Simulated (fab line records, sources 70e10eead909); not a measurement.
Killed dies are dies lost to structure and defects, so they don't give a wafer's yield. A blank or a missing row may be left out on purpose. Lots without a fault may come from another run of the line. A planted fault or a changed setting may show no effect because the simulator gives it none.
A struck lot beside a sound one | flow nand_harc | 36 steps out of a route of 1159
Sound: wafers L328.1, L328.4, L328.6. Struck: wafers L332.2, L332.4, L332.5. The cause comes at the end.
At each step with rows: each side's tool, then ch and its chambers, then its first start. Under that, the readings that differ: sound wafers | struck wafers | difference of the means | sigmas: that difference in standard deviations of wafers without a fault.
alike: readings whose means differ by less than 2 such deviations, and words and numbers that are the same on both sides. not compared: withheld readings, readings that some wafer has no value for, bounds like >300 that may hide the same value, and numbers for which the record gives no deviation and whose values overlap.
The two part at a step that has a row with sigmas, a row that says differs or no value, or rows on one side only. Numbers that don't overlap but have no deviation are shown without sigmas and don't part them. A reading that every wafer of one side lacks parts them only if that side has two wafers or more.

first, 11 steps without rows for these wafers: NHARC_A_CONTACT_DESCUM_13 (chemistry O2, time 3 s); NHARC_A_CONTACT_ETCH_88 (etches the open film in CF4, target depth 39 nm, time 65 s); NHARC_A_CONTACT_ETCH_89 (etches the open film in N2/H2, target depth 260 nm, time 475.3 s); NHARC_A_CONTACT_ETCH_30 (etches the open film in CF4/CHF3, target depth 60.5 nm, time 30.2 s); NHARC_A_CONTACT_ETCH_31 (etches the open film in O2/COS, target depth 2000 nm, time 520 s); NHARC_A_CONTACT_ETCH_134 (etches the open film in C4F8/O2/Ar, time 140 s, target depth 700 nm); NHARC_A_CONTACT_ETCH_135 (etches the open film in C4F8/O2/Ar, time 132 s, target depth 1287 nm); NHARC_A_CONTACT_ETCH_136 (etches the open film in C4F8/O2/Ar, time 132 s, target depth 1287 nm); NHARC_A_CONTACT_ETCH_137 (etches the open film in C4F8/O2/Ar, time 132 s, target depth 1287 nm); NHARC_A_CONTACT_ETCH_138 (etches the open film in C4F8/O2/Ar, time 132 s, target depth 1289 nm); NHARC_A_CONTACT_ETCH_139 (etches the open film in C4F8/O2/Ar, time 137 s, target depth 590 nm).
NHARC_A_CONTACT_ETCH_92: etches the open film in CH3F/O2, target depth 40 nm, time 85.7 s.
  sound on rie_diel-12 ch 0,2, day 19 00:36; struck on rie_diel-12 ch 2,3, day 20 12:51
  alike: chamber_pressure_mTorr, drypump_motor_current_A, oes_product_au, rf_vpp_V, showerhead_plenum_p_Torr, throttle_valve_pct
  not compared: rf_hours_counter_h
then, 23 steps without rows for these wafers: NHARC_A_CONTACT_ETCH_98 (etches the open film in C4F6/O2, target depth 20 nm, time 10 s); NHARC_A_CONTACT_STRIP_107 (strips in N2/H2); NHARC_A_CONTACT_STRIP_108 (strips in CF4/CHF3); NHARC_A_CONTACT_STRIP_109 (strips in O2/COS); NHARC_A_CONTACT_ETCH_110 (etches the open film in CF4/O2, target depth 50 nm, overetch 5 nm, time 27.5 s); NHARC_A_CONTACT_STRIP_26 (strips in O2); NHARC_A_CONTACT_STRIP_27 (strips in post etch residue remover, time 600 s); NHARC_A_CONTACT_ALD_18 (deposits TiN, target thk 3 nm, pulse time 1 s, ald cycles 150); NHARC_A_CONTACT_CVD_19 (deposits W, target thk 300 nm, time 802 s); NHARC_A_CONTACT_CMP_20 (polishes, t overpolish 30 s, target thk 300 nm); NHARC_A_CONTACT_SRD_22; NHARC_A_BLC_DEHYDRATE_00 (time 120 s); NHARC_A_BLC_HMDS_01 (time 30 s); NHARC_A_BLC_COAT_02 (time 75 s); NHARC_A_BLC_COAT_03 (time 65 s); NHARC_A_BLC_COAT_04 (resist thk 90 nm); NHARC_A_BLC_SOFTBAKE_05 (time 55 s); NHARC_A_BLC_EBR_06; NHARC_A_BLC_EXPOSE_07 (exposes mask A BLC, target cd 100 nm); NHARC_A_BLC_PEB_08 (peb time 65 s); NHARC_A_BLC_DEVELOP_09 (develop time 35 s); NHARC_A_BLC_DESCUM_15 (chemistry O2, time 3 s); NHARC_A_BLC_ETCH_16 (etches the open film in CF4, target depth 39 nm, time 65 s).
-- the record jumps here: 3 days lie between the struck wafers' starts before and after (it left off in module A_BLC and takes up again in module END, whose first step shown is number 1159 of the route) --
NHARC_END_SORT_01:
  sound on prober-02 ch 0, day 21 05:41; struck on prober-01 ch 0, day 23 02:42
  reading         | sound    | struck     | difference | sigmas
  killed_at_array | 18 11 13 | 111 72 117 | +86        | +9
  killed_dies     | 21 13 14 | 113 73 118 | +85        | +9
  alike: killed_at_other, killed_at_periphery, killed_open, killed_short

WHERE THEY PART
Only at NHARC_END_SORT_01, within this record.

WHY: what the simulator had put in
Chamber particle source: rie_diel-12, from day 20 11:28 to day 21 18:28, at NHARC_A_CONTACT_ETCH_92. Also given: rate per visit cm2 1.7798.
